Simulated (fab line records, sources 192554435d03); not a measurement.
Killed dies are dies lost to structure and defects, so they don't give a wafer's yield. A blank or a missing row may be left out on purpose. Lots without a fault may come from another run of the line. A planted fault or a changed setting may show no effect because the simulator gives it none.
Chamber matching | flow n5_finfet | N5_BEOL_M6_CURE_75 on uv_cure-02: 3 sister chambers
The step cures SiCOH lowk, time 120 s. 3 wafers are shown with their chamber, then 9 later ones without.

WAFERS WITH THEIR CHAMBER
wafer  | chamber | lamp_power_pct (%)
L079.5 | 1       | 52.28
L088.6 | 2       | 52.42
L087.6 | 0       | 52.33

WAFERS WITHOUT THEIR CHAMBER
wafer  | lamp_power_pct (%)
L092.1 | 52.33
L092.3 | 52.20
L092.6 | 52.25
L094.1 | 52.35
L094.2 | 52.38
L094.6 | 52.23
L091.1 | 52.31
L091.4 | 52.29
L091.5 | 52.29

WHICH CHAMBER EACH WENT THROUGH
wafer  | from the rows above          | in truth
L092.1 | can't be placed: 0 or 1      | 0
L092.3 | can't be placed: 1 or 0      | 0
L092.6 | can't be placed: 1 or 0      | 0
L094.1 | can't be placed: 0 or 1 or 2 | 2
L094.2 | can't be placed: 2 or 0 or 1 | 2
L094.6 | can't be placed: 1 or 0      | 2
L091.1 | can't be placed: 0 or 1      | 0
L091.4 | can't be placed: 1 or 0      | 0
L091.5 | can't be placed: 1 or 0      | 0
Placed correctly: 0 of 9. Can't be placed from these rows: 9 (the true chamber is among the candidates in 8). Placed wrongly: 0.
How it was worked out, from the rows above alone: a wafer's distance from a chamber is the root of the sum, over the readings, of the square of ((its reading less the chamber's mean) divided by the reading's scatter). The wafer belongs to the nearest chamber; if the next one is less than 2 further off, it can't be placed. A chamber's mean is the mean of its shown wafers. The scatter: with one shown wafer a chamber, the root of the mean of the squares of how far each hidden wafer lies from its nearest shown one.
